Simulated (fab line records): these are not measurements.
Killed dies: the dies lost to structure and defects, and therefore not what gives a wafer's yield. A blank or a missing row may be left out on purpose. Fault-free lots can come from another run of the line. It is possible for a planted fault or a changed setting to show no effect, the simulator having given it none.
Which tool is to blame? -- flow n5_finfet -- 24 lots, 72 wafers sampled, at 1 step of a route of 1938

== WHAT EACH GAUGE READ, for each wafer ==
N5_PMOS_HMC_CHANNEL_EPI_INSPECT_30: inspects for defects (darkfield). Usual: raw_defect_count at 19, with a standard deviation of 6.8.
lot,measured,on,raw_defect_count,flag
L074,day 1 22:06,defect_inspect-02,24 18 17,
L075,day 2 04:19,defect_inspect-02,17 15 14,
L076,day 2 09:55,defect_inspect-02,17 21 17,
L077,day 2 16:47,defect_inspect-02,8 19 10,
L078,day 2 20:56,defect_inspect-01,17 23 15,
L079,day 3 03:04,defect_inspect-01,23 15 12,
L080,day 3 10:07,defect_inspect-02,22 9 19,
L081,day 3 14:31,defect_inspect-02,12 15 17,
L082,day 3 20:33,defect_inspect-02,20 20 25,
L083,day 4 02:29,defect_inspect-01,7 18 11,
L084,day 4 08:05,defect_inspect-02,16 50 35,
L085,day 4 14:57,defect_inspect-01,16 10 13,
L086,day 4 20:56,defect_inspect-02,19 29 6,
L087,day 5 02:37,defect_inspect-02,16 26 34,
L088,day 5 08:47,defect_inspect-02,34 17 19,
L089,day 5 15:08,defect_inspect-01,22 19 19,
L090,day 5 20:23,defect_inspect-01,9 25 23,
L091,day 6 02:10,defect_inspect-02,18 28 17,
L092,day 6 07:41,defect_inspect-01,24 15 24,
L093,day 6 14:31,defect_inspect-01,21 11 34,
L094,day 6 20:25,defect_inspect-01,17 24 14,
L095,day 7 03:02,defect_inspect-02,16 12 19,
L096,day 7 08:32,defect_inspect-02,9 22 37,
L097,day 7 14:42,defect_inspect-01,16 24 27,

== TOOL THAT RAN EACH LOT (tool first, then ch and the chambers of the sampled wafers, then the start) ==
Before these readings, the record contains no process step.

== AS READ BY THE TOOLS THEMSELVES (means over the sampled wafers that have a number; for cases with no such wafer, the mark the record gives instead) ==
The record holds no such reading with a usual standard deviation.

== THE ANSWER, worked out from the rows above alone ==
Rule: lot off if the mean of its wafers having a number is beyond 3 standard deviations from the usual mean. Also off: a lot with no number at a reading for which 4 or more lots have one. Where the step has rows for the other lots, those lots are counted as sound. After the gauges, taken in route order, come the tools' own readings; for these a lot's mean is taken, as printed above. At the first step where some lot is off, the reading lying furthest off is the one used; lots without a number count as furthest.
No lot is off at any reading shown: from this, nothing can be told.

== WHAT HAD BEEN PUT IN BY THE SIMULATOR ==
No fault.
